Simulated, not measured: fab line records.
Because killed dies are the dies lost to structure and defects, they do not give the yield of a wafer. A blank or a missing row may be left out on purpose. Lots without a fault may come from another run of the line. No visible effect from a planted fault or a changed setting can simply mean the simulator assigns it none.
Chamber matching | flow n5 finfet | N5_MOL_CONTACT_COAG_DESCUM_88 on rie diel-05 has 4 sister chambers
The step chemistry O2, time 7 s. 18 wafers are shown with their chamber, then 9 later ones without.

== WAFERS PAIRED WITH THEIR CHAMBERS ==
wafer  | chamber | showerhead plenum p Torr (Torr) | throttle valve pct (%) | oes product au (a.u.)
L074.3 | 2       | 2.04                            | 20.67                  | 0.78
L074.4 | 3       | 2.24                            | 20.30                  | 0.88
L074.5 | 0       | 2.15                            | 20.47                  | 0.69
L079.1 | 2       | 2.04                            | 20.69                  | 0.78
L079.2 | 1       | 2.19                            | 20.57                  | 0.71
L079.3 | 0       | 2.15                            | 20.48                  | 0.69
L080.2 | 0       | 2.14                            | 20.49                  | 0.68
L080.5 | 3       | 2.24                            | 20.32                  | 0.87
L080.6 | 2       | 2.03                            | 20.70                  | 0.78
L083.1 | 2       | 2.03                            | 20.70                  | 0.77
L083.3 | 0       | 2.14                            | 20.51                  | 0.68
L083.4 | 3       | 2.24                            | 20.33                  | 0.87
L084.2 | 1       | 2.19                            | 20.59                  | 0.70
L084.3 | 2       | 2.03                            | 20.69                  | 0.77
L084.4 | 3       | 2.23                            | 20.34                  | 0.85
L089.1 | 3       | 2.23                            | 20.34                  | 0.84
L089.2 | 2       | 2.03                            | 20.72                  | 0.77
L089.3 | 0       | 2.14                            | 20.49                  | 0.67

SIGNATURES (means of the wafers above)
reading                  | chamber 0 | chamber 1 | chamber 2 | chamber 3 | scatter within a chamber
showerhead plenum p Torr | 2.1440    | 2.1900    | 2.0333    | 2.2360    | 0.00516
throttle valve pct       | 20.4880   | 20.5800   | 20.6950   | 20.3260   | 0.0159
oes product au           | 0.6820    | 0.7050    | 0.7750    | 0.8620    | 0.0106
Rule: a wafer's distance from a chamber is the root of the sum, over the readings, of the square of ((its reading less the chamber's mean) divided by the reading's scatter). The wafer belongs to the nearest chamber; if the next one is less than 2 further off, it can't be placed. The scatter is the square root of a quotient: the sum, over the shown wafers, of each reading's squared deviation from its chamber's mean, divided by wafers minus chambers.

== WAFERS WITH NO CHAMBER GIVEN ==
wafer  | showerhead plenum p Torr (Torr) | throttle valve pct (%) | oes product au (a.u.)
L090.1 | 2.23                            | 20.37                  | 0.85
L090.2 | 2.14                            | 20.51                  | 0.67
L090.3 | 2.03                            | 20.71                  | 0.77
L091.1 | 2.14                            | 20.53                  | 0.67
L091.5 | 2.14                            | 20.51                  | 0.67
L091.6 | 2.23                            | 20.35                  | 0.83
L092.3 | 2.03                            | 20.73                  | 0.77
L092.4 | 2.23                            | 20.37                  | 0.84
L092.5 | 2.18                            | 20.63                  | 0.70

== CHAMBER TAKEN BY EACH ==
wafer  | from the rows above | in truth
L090.1 | 3                   | 3
L090.2 | 0                   | 0
L090.3 | 2                   | 2
L091.1 | 0                   | 0
L091.5 | 0                   | 0
L091.6 | 3                   | 3
L092.3 | 2                   | 2
L092.4 | 3                   | 3
L092.5 | 1                   | 1
Placed correctly: 9 of 9. Left unplaced by these rows: 0. Wrongly placed: 0.
